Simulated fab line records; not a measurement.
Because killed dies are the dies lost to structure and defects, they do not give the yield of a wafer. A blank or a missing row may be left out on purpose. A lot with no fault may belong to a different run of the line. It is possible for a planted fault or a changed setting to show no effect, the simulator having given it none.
Matching of chambers + flow n5 finfet + N5_BEOL_M10_DEP_56 on pecvd-01: 3 sister chambers
The step deposits SiCN from 3MS/NH3, target thk 15 nm, time 26.5 s. 22 wafers are shown with their chamber, then 11 later ones without.

== WAFERS, EACH WITH ITS CHAMBER ==
| wafer  | chamber | showerhead plenum p Torr (Torr) | throttle valve pct (%) |
|--------|---------|---------------------------------|------------------------|
| L079.1 | 2       | 3.675                           | 8.4                    |
| L079.2 | 0       | 3.655                           | 9.1                    |
| L079.4 | 0       | 3.652                           | 8.7                    |
| L081.1 | 2       | 3.670                           | 8.7                    |
| L081.3 | 0       | 3.654                           | 8.7                    |
| L081.6 | 2       | 3.675                           | 8.9                    |
| L083.1 | 2       | 3.670                           | 8.9                    |
| L083.2 | 1       | 3.672                           | 9.0                    |
| L083.3 | 0       | 3.656                           | 8.7                    |
| L083.4 | 2       | 3.666                           | 8.6                    |
| L083.5 | 0       | 3.657                           | 8.6                    |
| L083.6 | 1       | 3.673                           | 9.1                    |
| L084.1 | 2       | 3.674                           | 8.5                    |
| L084.2 | 1       | 3.671                           | 9.0                    |
| L084.4 | 2       | 3.665                           | 8.6                    |
| L085.1 | 1       | 3.666                           | 8.9                    |
| L085.2 | 0       | 3.657                           | 8.6                    |
| L085.3 | 2       | 3.676                           | 8.8                    |
| L085.4 | 1       | 3.655                           | 9.2                    |
| L085.5 | 0       | 3.653                           | 8.6                    |
| L085.6 | 2       | 3.663                           | 8.8                    |
| L095.1 | 0       | 3.647                           | 9.1                    |

SIGNATURES (means of the wafers above)
| reading                  | chamber 0 | chamber 1 | chamber 2 | scatter within a chamber |
|--------------------------|-----------|-----------|-----------|--------------------------|
| showerhead plenum p Torr | 3.65388   | 3.66740   | 3.67044   | 0.00507                  |
| throttle valve pct       | 8.762     | 9.040     | 8.689     | 0.181                    |
Rule: distance of a wafer from a chamber = root of the sum over the readings of ((wafer's reading minus chamber's mean) / reading's scatter) squared. The wafer belongs to the nearest chamber; if the next one is less than 2 further off, it can't be placed. The scatter is the square root of a quotient: the sum, over the shown wafers, of each reading's squared deviation from its chamber's mean, divided by wafers minus chambers.

== WAFERS WITHOUT THEIR CHAMBER ==
| wafer  | showerhead plenum p Torr (Torr) | throttle valve pct (%) |
|--------|---------------------------------|------------------------|
| L095.2 | 3.678                           | 8.9                    |
| L095.3 | 3.661                           | 9.1                    |
| L095.4 | 3.657                           | 8.6                    |
| L095.5 | 3.678                           | 9.1                    |
| L095.6 | 3.659                           | 8.9                    |
| L096.1 | 3.664                           | 8.7                    |
| L096.2 | 3.668                           | 9.2                    |
| L096.3 | 3.669                           | 8.4                    |
| L096.4 | 3.653                           | 9.0                    |
| L096.5 | 3.664                           | 8.8                    |
| L096.6 | 3.666                           | 9.0                    |

== THE CHAMBER EACH PASSED THROUGH ==
| wafer  | from the rows above          | in truth |
|--------|------------------------------|----------|
| L095.2 | can't be placed: 2 or 1      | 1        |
| L095.3 | can't be placed: 1 or 0 or 2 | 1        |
| L095.4 | can't be placed: 0 or 2      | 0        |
| L095.5 | can't be placed: 1 or 2      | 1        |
| L095.6 | can't be placed: 0 or 1 or 2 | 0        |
| L096.1 | can't be placed: 2 or 1 or 0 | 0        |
| L096.2 | can't be placed: 1 or 2      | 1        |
| L096.3 | can't be placed: 2 or 1 or 0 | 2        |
| L096.4 | can't be placed: 0 or 1      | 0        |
| L096.5 | can't be placed: 2 or 1 or 0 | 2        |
| L096.6 | can't be placed: 1 or 2      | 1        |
Correctly placed: 0 of 11. These rows do not allow placing 11 (true chamber among the candidates in 11). Number placed wrongly: 0.
